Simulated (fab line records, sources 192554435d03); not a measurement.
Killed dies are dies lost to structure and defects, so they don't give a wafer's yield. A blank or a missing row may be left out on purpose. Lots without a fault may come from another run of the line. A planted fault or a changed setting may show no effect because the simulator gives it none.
fab line records | flow n5_finfet
record lots=7 wafers=39
route steps=1938 shown BEOL_M8@1335 BEOL_M11@1536 BEOL_M12@1649 MIM_TOP_LITHO@1845
start_h: hours from the record's first day to the start of the lot's first wafer shown | wait_h: hours since the lot's step before | " the same as in the row above | L1.1+2: a row that stands for several wafers | - no value, or no start given | * or withheld: withheld | < > ~ a bound
route shown NAME@n: a module of which the file shows steps, and the number in the route of the first | usual: mean/standard deviation of fault-free wafers | same: alike in all rows | chamber/n: place in a boat | sites: the reading at each site | _std_site: their standard deviation | _edge_site: outer sites' mean less inner sites' | radius_mm: how far each site lies from the wafer's centre | mask NAME#n: copy n | behind: the tool/chamber that last shaped the wafer | hold: why the lot was held/for how many hours/how that ended | device: the transistor (n, p or np) that didn't switch | end of line: the same wafers' tests at the end of the route | a step without rows: its recipe alone | killed: dies lost to structure and defects at the first sort, not the wafer's yield | map: a wafer's dies, x killed, . not, _ none there
set.NAME: the setting as run; set.NAME@STEP: as run at that earlier step | model.NAME: the simulator's own value behind a step, which no gauge read
lots whose settings were changed on purpose; a table a step, a row a wafer
## steps
# step N5_BEOL_M8_PECVD_70
# recipe material=SiO2 target_thk_a=200 temp_c=400 precursor=TEOS/O2 pressure_torr=5.5 rf_w=450 teos_flow_sccm=53.8 gas=O2 flow_sccm=3000 time_s=22.7
# columns lot.wafer tool chamber start_h wait_h set.time_s model.SiO2_of_BEOL_M8_PECVD_70.thk_nm
L074.1 pecvd-03 0 202.89 0.0 22.7 20
L074.2+5 " 1,0 " " 12.53 11.4
L074.3 " 1 " " 12.53 11.6
L074.4 " 0 " " 22.7 20.2
L074.6 " 1 " " 22.7 20.6
L075.1 pecvd-01 2 207.21 0.0 22.7 19.4
L075.2 " 0 " " 22.7 19.6
L075.3 " 1 " " 22.7 20
L075.4+6 " 0,1 " " 31.13 27.2
L075.5 " 2 " " 31.13 27
L083.1 pecvd-01 0 258.26 0.0 22.7 19.6
L083.2+3 " 1,2 " " 16.4 14.4
L083.4+5 " 2,0 " " 22.7 19.8
L083.6 " 1 " " 16.4 14.8
L084.2 pecvd-04 0 267.43 0.0 22.7 20
L084.3 " 2 " " 22.7 19.8
L084.6 " 0 " " 22.7 20.2
L087.1+3 pecvd-01 2,0 286.41 0.0 22.7 19.4
L087.2+5 " 1,0 " " 22.7 19.8
L087.4 " 1 " " 22.7 20
L087.6 " 2 " " 22.7 20.2
L096.1+2 pecvd-01 0,2 347.30 0.0 22.7 19.4
L096.3 " 1 " " 28.26 24.4
L096.4+6 " 1,2 " " 28.26 24.6
L096.5 " 0 " " 22.7 19.8
L097.1 pecvd-01 1 356.73 0.0 22.7 20
L097.2 " 0 " " 22.7 19.4
L097.3+5 " 2,0 " " 22.7 19.8
L097.4+6 " 1,2 " " 22.7 20.2
# step N5_BEOL_M11_ILD_DEP_00
# recipe material=SiCOH_lowk target_thk_a=3085.1 temp_c=300 precursor=DEMS/porogen pressure_torr=5 rf_w=500 time_s=58
# columns lot.wafer tool chamber start_h wait_h set.time_s model.SiCOH_lowk_of_BEOL_M11_ILD_DEP_00.thk_nm
L074.1 pecvd-02 0 222.92 0.0 77.46 407.6
L074.2 " 2 " " 58 308.4
L074.3 " 1 " " 77.46 405.8
L074.4 " 1 " " 58 306.8
L074.5 " 0 " " 58 313
L074.6 " 2 " " 77.46 410.6
L075.1 pecvd-01 2 238.33 0.0 58 302.8
L075.2 " 1 " " 81.14 432.2
L075.3 " 0 " " 81.14 431
L075.4 " 0 " " 58 318.6
L075.5 " 2 " " 81.14 432.4
L075.6 " 1 " " 58 312.4
L083.1 pecvd-02 0 294.48 0.0 58 311.2
L083.2 " 2 " " 58 303.6
L083.3 " 1 " " 46.97 248.8
L083.4 " 2 " " 46.97 249.8
L083.5 " 1 " " 46.97 253.4
L083.6 " 0 " " 58 316
L084.2 pecvd-03 2 301.09 0.0 58 305.6
L084.3 " 0 " " 58 304
L084.6 " 1 " " 58 308.4
L087.1 pecvd-02 1 312.93 0.0 58 309.8
L087.2 " 2 " " 58 312
L087.3+6 " 0,1 " " 58 314.6
L087.4 " 2 " " 58 316.4
L087.5 " 0 " " 58 319
L096.1 pecvd-03 1 376.35 0.0 58 295.2
L096.2 " 2 " " 81.89 430.4
L096.3 " 0 " " 58 298.6
L096.4 " 0 " " 81.89 429.2
L096.5 " 2 " " 81.89 434.6
L096.6 " 1 " " 58 303.4
L097.1 pecvd-02 0 386.97 0.0 58 308.2
L097.2 " 2 " " 46.24 241
L097.3 " 2 " " 58 306.4
L097.4 " 0 " " 58 313.2
L097.5 " 0 " " 46.24 251
L097.6 " 2 " " 46.24 246.8
# step N5_BEOL_M11_CURE_71
# recipe temp_c=385 time_s=240 ambient=He/Ar material=SiCOH_lowk
# columns lot.wafer tool chamber start_h wait_h set.time_s@BEOL_M11_ILD_DEP_00 model.SiCOH_lowk_of_BEOL_M11_ILD_DEP_00.thk_nm
L074.1 uv_cure-03 0 223.00 0.0 77.46 356
L074.2 " 0 " " 58 267.8
L074.3 " 0 " " 77.46 354.6
L074.4 " 0 " " 58 266.6
L074.5 " 0 " " 58 271.8
L074.6 " 0 " " 77.46 358.8
L075.1 uv_cure-03 2 238.41 0.0 58 263
L075.2 " 2 " " 81.14 378
L075.3 " 2 " " 81.14 376.8
L075.4 " 2 " " 58 276.8
L075.5 " 2 " " 81.14 378.2
L075.6 " 2 " " 58 271.4
L083.1 uv_cure-02 0 294.56 0.0 58 270.4
L083.2 " 0 " " 58 263.6
L083.3 " 0 " " 46.97 215.4
L083.4 " 0 " " 46.97 216.2
L083.5 " 0 " " 46.97 219.6
L083.6 " 0 " " 58 274.6
L084.2 uv_cure-03 2 301.25 0.1 58 265.4
L084.3 " 2 " " 58 264
L084.6 " 2 " " 58 267.8
L087.1 uv_cure-03 2 313.00 0.0 58 269
L087.2 " 2 " " 58 271.2
L087.3 " 2 " " 58 273.4
L087.4 " 2 " " 58 275
L087.5 " 2 " " 58 277.2
L087.6 " 2 " " 58 273.2
L096.1 uv_cure-03 0 376.64 0.3 58 256.2
L096.2 " 0 " " 81.89 376.4
L096.3 " 0 " " 58 259.2
L096.4 " 0 " " 81.89 375.4
L096.5 " 0 " " 81.89 380.2
L096.6 " 0 " " 58 263.4
L097.1 uv_cure-02 0 387.07 0.1 58 267.6
L097.2 " 0 " " 46.24 208.6
L097.3 " 0 " " 58 266.2
L097.4 " 0 " " 58 272.2
L097.5 " 0 " " 46.24 217.4
L097.6 " 0 " " 46.24 213.6
# step N5_BEOL_M11_THK_MEAS_01
# recipe reads=SiCOH_lowk_of_BEOL_M11_ILD_DEP_00
# usual M11_ILD_THK=268/4
# columns lot.wafer tool chamber start_h wait_h set.time_s@BEOL_M11_ILD_DEP_00 M11_ILD_THK[nm]
L074.1 film_metro-01 - 223.51 0.4 77.46 356
L074.2 " - " " 58 268
L074.3 " - " " 77.46 355
L074.4 " - " " 58 267
L074.5 " - " " 58 272
L074.6 " - " " 77.46 359
L075.1 film_metro-01 - 238.94 0.4 58 263
L075.2 " - " " 81.14 378
L075.3 " - " " 81.14 377
L075.4 " - " " 58 277
L075.5 " - " " 81.14 378
L075.6 " - " " 58 271
L083.1 film_metro-01 - 295.07 0.4 58 271
L083.2 " - " " 58 264
L083.3 " - " " 46.97 216
L083.4 " - " " 46.97 216
L083.5 " - " " 46.97 219
L083.6 " - " " 58 275
L084.2 film_metro-01 - 301.68 0.4 58 265
L084.3 " - " " 58 264
L084.6 " - " " 58 268
L087.1 film_metro-01 - 313.52 0.4 58 269
L087.2 " - " " 58 271
L087.3 " - " " 58 273
L087.4 " - " " 58 275
L087.5 " - " " 58 277
L087.6 " - " " 58 273
L096.1 film_metro-02 - 377.15 0.4 58 256
L096.2 " - " " 81.89 376
L096.3 " - " " 58 259
L096.4 " - " " 81.89 375
L096.5 " - " " 81.89 380
L096.6 " - " " 58 263
L097.1 film_metro-02 - 387.59 0.4 58 268
L097.2 " - " " 46.24 209
L097.3 " - " " 58 266
L097.4 " - " " 58 272
L097.5 " - " " 46.24 217
L097.6 " - " " 46.24 214
# step N5_BEOL_M12_SPUTTER_44
# recipe material=Ta target_thk_a=100 temp_c=50 bias_v=80 power_w=15000 chamber_pressure_pa=0.07 time_s=16.13
# columns lot.wafer tool chamber start_h wait_h set.time_s model.Ta_of_BEOL_M12_SPUTTER_44.thk_nm
L074.1 pvd_sputter-01 - 234.65 0.0 16.13 10
L074.2+3+6 " - " " 21.76 13.6
L074.4+5 " - " " 16.13 9.8
L075.1+3 pvd_sputter-02 - 250.99 0.0 6.505 4.2
L075.2+4+6 " - " " 16.13 10.2
L075.5 " - " " 6.505 4.4
L083.1+4+6 pvd_sputter-02 - 308.10 0.0 16.13 10
L083.2 " - " " 16.13 9.8
L083.3+5 " - " " 16.13 10.2
L084.2+6 pvd_sputter-01 - 311.13 0.0 16.13 10.2
L084.3 " - " " 16.13 10
L087.1+4+6 pvd_sputter-02 - 337.57 0.0 13.03 7.8
L087.2+3 " - " " 16.13 9.8
L087.5 " - " " 16.13 10
L096.1+5 pvd_sputter-03 - 391.71 0.0 16.13 9.6
L096.2+3+4 " - " " 10.3 6.2
L096.6 " - " " 16.13 9.8
L097.1+4 pvd_sputter-02 - 399.75 0.0 16.13 10
L097.2+3+6 " - " " 21.61 13.2
L097.5 " - " " 16.13 10.2
# step N5_BEOL_M12_SPUTTER_45
# recipe material=Cu target_thk_a=800 temp_c=-20 bias_v=60 power_w=26000 chamber_pressure_pa=0.13 time_s=13.33
# step N5_BEOL_M12_ECD_47
# recipe material=Cu target_thk_a=7200
# step N5_BEOL_M12_ANNEAL_48
# recipe temp_c=225 time_s=90 ambient=N2
# step N5_BEOL_M12_CMP_49
# recipe stop_on=SiOC t_overpolish_s=20.6 down_force_psi=1 platen_rpm=50 clearing_platen_down_force_psi=1.5 clearing_platen_rpm=50 post_cmp_clean=cu_alkaline target_thk_nm=320 clearing_platen_pad_velocity_m_s=0.99484 pad_velocity_m_s=0.99484
# usual barrier_field_endpoint_s=30.2/0.81
# columns lot.wafer tool chamber start_h wait_h set.time_s@BEOL_M12_SPUTTER_44 barrier_field_endpoint_s
L074.1 cmp-02 3 235.47 0.3 16.13 29.4
L074.2 " 0 " " 21.76 33.7
L074.4 " 1 " " 16.13 28.9
L074.3 " 2 " " 21.76 33.8
L074.5 " 3 " " 16.13 29.1
L074.6 " 0 " " 21.76 33.2
L075.3 cmp-01 3 251.78 0.2 6.505 23.2
L075.2 " 0 " " 16.13 30.2
L075.4 " 1 " " 16.13 31.6
L075.1 " 2 " " 6.505 24.4
L075.6 " 3 " " 16.13 30.6
L075.5 " 0 " " 6.505 23.6
L083.1 cmp-02 3 309.00 0.5 16.13 30.9
L083.3 " 0 " " 16.13 30.3
L083.2 " 1 " " 16.13 29.7
L083.4 " 2 " " 16.13 30.7
L083.6 " 3 " " 16.13 30.7
L083.5 " 0 " " 16.13 30.8
L084.3 cmp-01 0 311.89 0.2 16.13 29.1
L084.2 " 1 " " 16.13 30.9
L084.6 " 1 " " 16.13 30.0
L087.1 cmp-01 1 338.21 0.3 13.03 28.8
L087.2 " 2 " " 16.13 32.5
L087.3 " 3 " " 16.13 31.2
L087.4 " 0 " " 13.03 28.0
L087.5 " 1 " " 16.13 30.8
L087.6 " 2 " " 13.03 29.9
L096.3 cmp-04 1 392.42 0.2 10.3 26.1
L096.4 " 2 " " 10.3 26.6
L096.1 " 3 " " 16.13 30.8
L096.2 " 0 " " 10.3 26.9
L096.5 " 1 " " 16.13 30.0
L096.6 " 2 " " 16.13 30.9
L097.1 cmp-04 3 400.63 0.3 16.13 30.6
L097.3 " 0 " " 21.61 35.0
L097.4 " 1 " " 16.13 30.3
L097.2 " 2 " " 21.61 34.7
L097.5 " 3 " " 16.13 31.5
L097.6 " 0 " " 21.61 34.9
# step N5_MIM_TOP_LITHO_DEVELOP_07
# recipe develop_time_s=60 rinse_liquid=diw dry=air_spin dev_temp_c=21
# columns lot.wafer tool chamber start_h wait_h set.develop_time_s
L074.1+3+4 litho_track-05 0 - - 26.32
L074.2+5+6 " 0 " " 60
L075.1+2+3+4+5+6 litho_track-03 0 - - 60
L084.2+3+6 litho_track-03 0 - - 60
L083.1+3+6 litho_track-05 0 - - 60
L083.2+4+5 " 0 " " 88.89
L087.1+2+5 litho_track-03 0 - - 60
L087.3+4+6 " 0 " " 76.63
L096.1+2+3+4+5+6 litho_track-03 0 - - 60
L097.1+2+6 litho_track-03 0 - - 60
L097.3+4+5 " 0 " " 88.26
# step N5_MIM_TOP_LITHO_HARDBAKE_09
# recipe temp_c=130 time_s=120
# step N5_MIM_TOP_LITHO_CD_MEAS_08
# recipe target_cd_nm=2000 landing_energy_ev=500 detector=se_inlens
# usual cd_nm=2000.7/2
# columns lot.wafer tool chamber start_h wait_h set.develop_time_s@MIM_TOP_LITHO_DEVELOP_07 cd_nm
L074.1 cd_sem-01 0 258.48 - 26.32 2018.0
L074.2 " 0 " " 60 2001.5
L074.3 " 0 " " 26.32 2016.7
L074.4 " 0 " " 26.32 2016.3
L074.5 " 0 " " 60 2001.9
L074.6 " 0 " " 60 1996.0
L075.1 cd_sem-01 0 278.02 - 60 1998.3
L075.2 " 0 " " 60 1998.2
L075.3 " 0 " " 60 1998.6
L075.4 " 0 " " 60 1999.4
L075.5 " 0 " " 60 1998.0
L075.6 " 0 " " 60 2000.2
L084.2 cd_sem-02 0 337.57 - 60 1998.3
L084.3 " 0 " " 60 1997.5
L084.6 " 0 " " 60 1999.6
L083.1 cd_sem-02 0 344.19 - 60 2005.5
L083.2 " 0 " " 88.89 1999.0
L083.3 " 0 " " 60 2004.5
L083.4 " 0 " " 88.89 1995.5
L083.5 " 0 " " 88.89 1997.2
L083.6 " 0 " " 60 1999.6
L087.1 cd_sem-01 0 377.56 - 60 2000.1
L087.2 " 0 " " 60 2000.7
L087.3 " 0 " " 76.63 1994.8
L087.4 " 0 " " 76.63 1998.6
L087.5 " 0 " " 60 1999.4
L087.6 " 0 " " 76.63 1996.9
L096.1 cd_sem-02 0 414.82 - 60 1997.8
L096.2 " 0 " " 60 2000.0
L096.3 " 0 " " 60 2001.0
L096.4 " 0 " " 60 1999.3
L096.5 " 0 " " 60 2001.3
L096.6 " 0 " " 60 2000.1
L097.1 cd_sem-03 0 424.72 - 60 2002.0
L097.2 " 0 " " 60 2001.3
L097.3 " 0 " " 88.26 1991.9
L097.4 " 0 " " 88.26 1995.0
L097.5 " 0 " " 88.26 1994.3
L097.6 " 0 " " 60 2000.8
# step N5_MIM_TOP_LITHO_DESCUM_10
# recipe chemistry=O2 time_s=7.9 source_power_w=50 bias_power_w=20 pressure_mtorr=20 rf_frequency_hz=2.712e+07 temp_c=40 o2_flow_sccm=225
# columns lot.wafer tool chamber start_h wait_h set.develop_time_s@MIM_TOP_LITHO_DEVELOP_07 model.MIM_TOP_LITHO.cd_nm
L074.1 rie_diel-04 3 258.75 0.2 26.32 2019
L074.2+5 " 1,0 " " 60 2002
L074.3 " 0 " " 26.32 2017
L074.4 " 2 " " 26.32 2016
L074.6 " 1 " " 60 1996
L075.1+2+5 rie_diel-02 2,0,1 278.11 0.0 60 1998
L075.3+4 " 3,1 " " 60 1999
L075.6 " 0 " " 60 2000
L084.2+3 rie_diel-01 3,0 337.65 0.0 60 1998
L084.6 " 3 " " 60 1999
L083.1 rie_diel-02 0 344.30 0.1 60 2005
L083.2 " 3 " " 88.89 1999
L083.3 " 2 " " 60 2004
L083.4 " 1 " " 88.89 1996
L083.5 " 3 " " 88.89 1998
L083.6 " 0 " " 60 2000
L087.1+5 rie_diel-04 1,3 377.65 0.0 60 2000
L087.2 " 3 " " 60 2001
L087.3 " 0 " " 76.63 1995
L087.4 " 2 " " 76.63 1998
L087.6 " 0 " " 76.63 1997
L096.1 rie_diel-04 0 414.91 0.0 60 1998
L096.2+6 " 1,0 " " 60 2000
L096.3 " 2 " " 60 -
L096.4 " 3 " " 60 1999
L096.5 " 1 " " 60 2001
L097.1 rie_diel-01 0 425.10 0.3 60 2002
L097.2+6 " 3,0 " " 60 2001
L097.3 " 2 " " 88.26 1992
L097.4 " 1 " " 88.26 1995
L097.5 " 1 " " 88.26 1994
## key
split step=N5_BEOL_M8_PECVD_70 setting=time_s stated=22.7 by=wafer
response step=N5_BEOL_M8_PECVD_70 reading=model.SiO2_of_BEOL_M8_PECVD_70.thk_nm change=+0.197 per=1% r=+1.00
split step=N5_BEOL_M11_ILD_DEP_00 setting=time_s stated=58 by=wafer
response step=N5_BEOL_M11_ILD_DEP_00 reading=model.SiCOH_lowk_of_BEOL_M11_ILD_DEP_00.thk_nm change=+3.08 per=1% r=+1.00
response step=N5_BEOL_M11_CURE_71 reading=model.SiCOH_lowk_of_BEOL_M11_ILD_DEP_00.thk_nm change=+2.74 per=1% r=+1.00
response step=N5_BEOL_M11_THK_MEAS_01 reading=M11_ILD_THK change=+2.74 per=1% r=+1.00
split step=N5_BEOL_M12_SPUTTER_44 setting=time_s stated=16.13 by=wafer
response step=N5_BEOL_M12_SPUTTER_44 reading=model.Ta_of_BEOL_M12_SPUTTER_44.thk_nm change=+0.0993 per=1% r=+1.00
response step=N5_BEOL_M12_CMP_49 reading=barrier_field_endpoint_s change=+0.12 per=1% r=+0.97
split step=N5_MIM_TOP_LITHO_DEVELOP_07 setting=develop_time_s stated=60 by=wafer
response step=N5_MIM_TOP_LITHO_CD_MEAS_08 reading=cd_nm change=-0.201 per=1% r=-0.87
response step=N5_MIM_TOP_LITHO_DESCUM_10 reading=model.MIM_TOP_LITHO.cd_nm change=-0.202 per=1% r=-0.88
